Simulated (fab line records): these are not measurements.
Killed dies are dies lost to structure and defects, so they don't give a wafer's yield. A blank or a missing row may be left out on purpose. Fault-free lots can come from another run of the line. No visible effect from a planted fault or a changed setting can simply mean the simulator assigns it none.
3 desks, one fault / flow n5-finfet / what lay behind the numbers comes last; until then each desk has only its own

## FROM THE METROLOGY DESK
What the gauges read, lot by lot, whatever tool the lot ran on: means of the sampled wafers that have a number. Marked OUT: a lot whose mean sits more than 4 standard deviations from the usual mean, which makes it out of limits; the brackets give that distance.
Columns: A = cd-nm at N5_BEOL_M8_CD_MEAS_18, usual 39.7 nm; B = cd-nm at N5_BEOL_M8_CD_MEAS_28, usual 40.00 nm; C = V7_OVL at N5_BEOL_M8_OVL_MEAS_29, usual 0.0 nm
lot=L401; first seen here=day 10 11:56; A=39.9; B=39.77; C=0.1
lot=L403; first seen here=day 10 16:50; A=39.5; B=40.00; C=0.8
lot=L409; first seen here=day 12 07:41; A=40.2; B=40.20; C=0.0
lot=L410; first seen here=day 12 15:53; A=40.5; B=39.97; C=0.1
lot=L419; first seen here=day 15 02:41; A=40.0; B=40.07; C=0.3
lot=L421; first seen here=day 15 08:03; A=41.0; B=39.69; C=0.0
This desk found nothing out of limits on any of the 6 lots.

## THE DEFECT DESK
Per lot, the means of the sampled wafers with a number show what the inspections along the route counted. Marked OUT: a lot whose mean sits more than 4 standard deviations from the usual mean, which makes it out of limits; the brackets give that distance.
Columns: A = raw-defect-count at N5_BEOL_M8_INSPECT_30, usual 382
lot=L401; first seen here=day 10 15:05; A=355
lot=L403; first seen here=day 10 18:06; A=394
lot=L409; first seen here=day 12 10:24; A=381
lot=L410; first seen here=day 12 17:19; A=455
lot=L419; first seen here=day 15 06:05; A=372
lot=L421; first seen here=day 15 09:34; A=352
This desk found nothing out of limits on any of the 6 lots.

## FOR THE TOOL OWNER'S DESK: euv-scanner-02
The tool's own readings at N5_BEOL_M8_EXPOSE_25 (exposes mask V7, target cd 40 nm): means of the sampled wafers that have a number, for each lot that ran on this tool. Marked OUT: a lot whose mean sits more than 4 standard deviations from the usual mean, which makes it out of limits; the brackets give that distance.
Columns: A = exposure-dose-mJ-cm2 at N5_BEOL_M8_EXPOSE_25, usual 42.45
lot=L401; first seen here=day 10 14:52; A=42.41
lot=L409; first seen here=day 12 10:11; A=43.20 (+14) OUT
lot=L410; first seen here=day 12 16:56; A=43.01 (+10) OUT
This desk's finding: out of limits on L409, L410; first on L409, day 12 10:11 (exposure-dose-mJ-cm2 at N5_BEOL_M8_EXPOSE_25). In limits: L401.

## TAKEN TOGETHER
At day 12 10:11, on L409, L410, the tool owner's desk was in a position to raise an alarm.
Metrology desk: nothing out of limits seen.
No out-of-limits result turned up at the defect desk.
The metrology desk holds a record of L409, L410, inside its limits.
The defect desk has L409, L410 on record, within its limits.
The lots listed all ran N5_BEOL_M8_EXPOSE_25 on euv-scanner-02.

## WHAT THE SIMULATOR PUT IN
Process parameters drifting: euv-scanner-02 at N5_BEOL_M8_EXPOSE_25, beginning at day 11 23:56. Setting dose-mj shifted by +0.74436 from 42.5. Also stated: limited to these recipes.
Shown lots that were struck: L409, L410.
How many hours passed from the start of the fault until each desk's first out-of-limits reading: the tool owner's desk, 10.
